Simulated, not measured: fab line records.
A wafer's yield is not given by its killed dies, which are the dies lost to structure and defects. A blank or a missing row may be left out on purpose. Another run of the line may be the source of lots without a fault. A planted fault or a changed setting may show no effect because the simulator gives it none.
A lot that was struck, set against a sound lot | flow n5 finfet | 38 out of 1938 route steps
Sound: wafers L280.1, L280.3, L280.6. Wafers L293.5, L293.6 were the ones struck. At the end, the cause is stated.
Order at every step that has rows: each side's tool, ch and its chambers, its first start. Under that, the readings that differ: sound wafers | struck wafers | difference of the means | sigmas: that difference in standard deviations of wafers without a fault.
alike: words and numbers the same on both sides, and readings whose means are apart by under 2 such deviations; not compared: readings that were withheld, readings missing a value for some wafer, numbers with overlapping values and no deviation given by the record, and bounds like >300 which may hide the same value.
A row with sigmas, a row that says differs or no value, or rows on one side alone: a step with any of these is where the two part. Numbers that don't overlap but have no deviation are shown without sigmas and don't part them. Lack of a reading on every wafer of one side parts them only where that side has two or more wafers.

first, 9 steps without rows for these wafers: N5_BEOL_M4_ANNEAL_95 (time 240 s); N5_BEOL_M4_SPUTTER_96 (material Cu, target thk 4.5 nm, time 8.29 s); N5_BEOL_M4_ECD_50 (material Cu, target thk 300 nm); N5_BEOL_M4_ANNEAL_51 (time 90 s); N5_BEOL_M4_CMP_52 (polishes, stops on SiOC, t overpolish 6.8 s, target thk 40 nm); N5_BEOL_M4_PRE_CLEAN_60 (time 15 s); N5_BEOL_M4_CO_CAP_55 (material Co, precursor CCTBA/H2, target thk 2 nm, time 102.1 s); N5_BEOL_M4_PRE_CLEAN_56 (time 15 s); N5_BEOL_M4_DEP_57 (deposits SiCN from 3MS/NH3, target thk 8 nm, time 14 s).
N5_BEOL_M4_RC_MEAS_101:
  sound on prober-01 ch 0, day 8 07:48; struck on prober-02 ch 0, day 12 05:19
  alike: DIBL_N, DIBL_P, IOFF_N, IOFF_P, ION_N, ION_P, SS_N, SS_P, VT_N, VT_P
then, 24 steps without rows for these wafers: N5_BEOL_M5_ILD_DEP_00 (deposits SiCOH lowk from DEMS/porogen, target thk 140.64 nm, time 25.9 s); N5_BEOL_M5_CURE_79 (cures SiCOH lowk, time 240 s); N5_BEOL_M5_PECVD_70 (deposits SiO2 from TEOS/O2, target thk 16 nm, time 18 s); N5_BEOL_M5_HM_DEP_02 (deposits TiN, target thk 20 nm); N5_BEOL_M5_COAT_59 (time 60 s, resist thk 60 nm); N5_BEOL_M5_COAT_60 (time 60 s, resist thk 12 nm); N5_BEOL_M5_COAT_71 (time 60 s, resist thk 5 nm); N5_BEOL_M5_COAT_05 (resist thk 30 nm); N5_BEOL_M5_EBR_07; N5_BEOL_M5_SOFTBAKE_06 (time 60 s); N5_BEOL_M5_EXPOSE_08 (exposes mask M5, target cd 28 nm); N5_BEOL_M5_PEB_09 (peb time 60 s); N5_BEOL_M5_DEVELOP_10 (develop time 30 s); N5_BEOL_M5_DESCUM_16 (chemistry O2, time 7 s); N5_BEOL_M5_ETCH_72 (etches underlayer in N2/H2, target depth 6.5 nm, time 5.2 s); N5_BEOL_M5_ETCH_61 (etches SiARC in CF4, target depth 15.6 nm, time 26 s); N5_BEOL_M5_ETCH_62 (etches SOC in N2/H2, target depth 75 nm, overetch 15 nm, time 112.5 s); N5_BEOL_M5_STRIP_63 (strips in N2/H2); N5_BEOL_M5_STRIP_73 (strips in N2/H2); N5_BEOL_M5_STRIP_64 (strips in CF4); N5_BEOL_M5_HM_OPEN_17 (chemistry Cl2/BCl3, target TiN, target depth 20 nm, overetch 6 nm); N5_BEOL_M5_STRIP_19 (strips in O2); N5_BEOL_M5_COAT_65 (time 60 s, resist thk 60 nm); N5_BEOL_M5_COAT_66 (time 60 s, resist thk 12 nm).
-- record jumps: 2 days separate the struck wafers' starts on either side; left off in module BEOL_M5, taken up again in module BEOL_M10, whose first shown step is the route's number 1530 --
N5_BEOL_M10_CMP_52: polishes, stops on SiCOH lowk, t overpolish 7 s, target thk 140 nm.
  sound on cmp-01 ch 0,2, day 10 09:46; struck on cmp-01 ch 0,3, day 14 13:19
  reading                      | sound             | struck      | difference | sigmas
  barrier field endpoint s (s) | 28.8 29.1 28.9    | 47.1 47.1   | +18.2      | +28
  overpolish run s (s)         | 6.999 6.990 7.005 | 0.043 0.043 | -6.955     | -99 or more
  time to endpoint s (s)       | 67.7 63.8 68.7    | 85.0 86.0   | +18.8      | +8
  alike: head pressure psi, motor current A, slurry flow ml min
N5_BEOL_M10_THK_MEAS_53: measures by xrf.
  sound on film metro-01 at day 10 10:04; struck on film metro-01 at day 14 13:28
  reading      | sound             | struck      | difference | sigmas
  M10_THK (nm) | 138.7 136.0 140.4 | 259.5 245.3 | +114.0     | +54
N5_BEOL_M10_INSPECT_58: inspects for defects (darkfield).
  sound on defect inspect-02 at day 10 10:16; struck on defect inspect-02 at day 14 13:37
  reading          | sound     | struck    | difference | sigmas
  raw defect count | 100 98 80 | 2319 2266 | +2200      | +99 or more
N5_PASSIVATION_PROBE_49:
  sound on prober-01 at day 12 09:30; struck on prober-01 at day 16 13:07
  reading                  | sound          | struck    | difference | sigmas
  defect limited yield (%) | 90.6 89.2 92.5 | 0 0       | -91        | -70
  killed_at_M4_up          | 20 9 10        | 1110 1080 | +1082      | +99 or more
  killed dies              | 111 127 89     | 1180 1180 | +1071      | +67
  killed on rim            | 17 20 7        | 152 152   | +137       | +36
  sort n pass              | 1069 1053 1091 | 0 0       | -1071      | -67
  sort yield pct (%)       | 90.6 89.2 92.5 | 0 0       | -91        | -70
  alike: killed_at_M0_to_M3, killed at contacts, killed at front end, killed at other, killed open, killed short, sort_bin_5_function, sort_bin_6_memory

## WHERE THEY PART
First at N5_BEOL_M10_CMP_52; last, within this record, at N5_PASSIVATION_PROBE_49.

WHY: whatever the simulator had introduced
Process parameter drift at N5_BEOL_M10_CMP_52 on cmp-01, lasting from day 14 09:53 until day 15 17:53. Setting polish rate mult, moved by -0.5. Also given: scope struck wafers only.
